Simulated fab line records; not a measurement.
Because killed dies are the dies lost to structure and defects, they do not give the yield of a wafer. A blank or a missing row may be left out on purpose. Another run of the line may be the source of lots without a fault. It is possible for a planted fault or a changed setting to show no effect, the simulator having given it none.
Matching of chambers | flow n5_finfet | rie_diel-02 running N5_SD_EPI_N_ETCHBACK_44: 3 sister chambers
The step etches SiNx in CH3F/O2, stops on SiO2, target depth 14.5 nm. 18 wafers are shown with their chamber, then 7 later ones without.

== EACH WAFER AND ITS CHAMBER ==
wafer  | chamber | drypump_motor_current_A (A) | showerhead_plenum_p_Torr (Torr) | rf_vpp_V (V)
L074.2 | 3       | 6.0                         | 1.95                            | 293
L074.3 | 1       | 5.4                         | 2.11                            | 301
L074.6 | 1       | 5.4                         | 2.11                            | 304
L075.1 | 2       | 5.8                         | 1.98                            | 313
L075.3 | 3       | 6.0                         | 1.95                            | 293
L075.5 | 1       | 5.4                         | 2.11                            | 303
L078.2 | 2       | 5.8                         | 1.98                            | 310
L078.4 | 3       | 6.0                         | 1.95                            | 294
L078.6 | 1       | 5.4                         | 2.10                            | 303
L081.1 | 1       | 5.4                         | 2.10                            | 305
L081.3 | 3       | 5.9                         | 1.95                            | 295
L081.6 | 1       | 5.4                         | 2.10                            | 303
L087.1 | 3       | 6.0                         | 1.94                            | 295
L087.4 | 2       | 5.8                         | 1.97                            | 310
L087.5 | 3       | 5.9                         | 1.94                            | 294
L089.4 | 2       | 5.8                         | 1.97                            | 312
L089.5 | 1       | 5.4                         | 2.10                            | 303
L089.6 | 2       | 5.8                         | 1.97                            | 310

SIGNATURES (averages over the wafers above)
reading                  | chamber 1 | chamber 2 | chamber 3 | scatter within a chamber
drypump_motor_current_A  | 5.400     | 5.800     | 5.967     | 0.0298
showerhead_plenum_p_Torr | 2.1043    | 1.9740    | 1.9467    | 0.00532
rf_vpp_V                 | 303.14    | 311.00    | 294.00    | 1.18
Rule: a wafer lies at a distance from a chamber equal to the root of the sum of squares, over the readings, of (its reading less the chamber's mean, divided by the reading's scatter). If the next closest chamber is less than 2 further off than the closest, the wafer can't be placed; otherwise it belongs to the closest. How the scatter is found: for the shown wafers, subtract from each reading the mean of its chamber, square and add these, divide the total by (wafers less chambers), then take the root.

== WAFERS WHOSE CHAMBER IS MISSING ==
wafer  | drypump_motor_current_A (A) | showerhead_plenum_p_Torr (Torr) | rf_vpp_V (V)
L090.2 | 5.4                         | 2.10                            | 302
L090.6 | 5.8                         | 1.97                            | 309
L094.1 | 5.4                         | 2.09                            | 301
L094.5 | 5.8                         | 1.96                            | 312
L094.6 | 5.9                         | 1.94                            | 294
L097.3 | 5.4                         | 2.09                            | 301
L097.5 | 5.9                         | 1.94                            | 292

== WHICH CHAMBER EACH WENT THROUGH ==
wafer  | from the rows above | in truth
L090.2 | 1                   | 1
L090.6 | 2                   | 2
L094.1 | 1                   | 1
L094.5 | 2                   | 2
L094.6 | 3                   | 3
L097.3 | 1                   | 1
L097.5 | 3                   | 3
Placed correctly: 7 of 7. Not placeable from these rows: 0. Placed wrongly: 0.
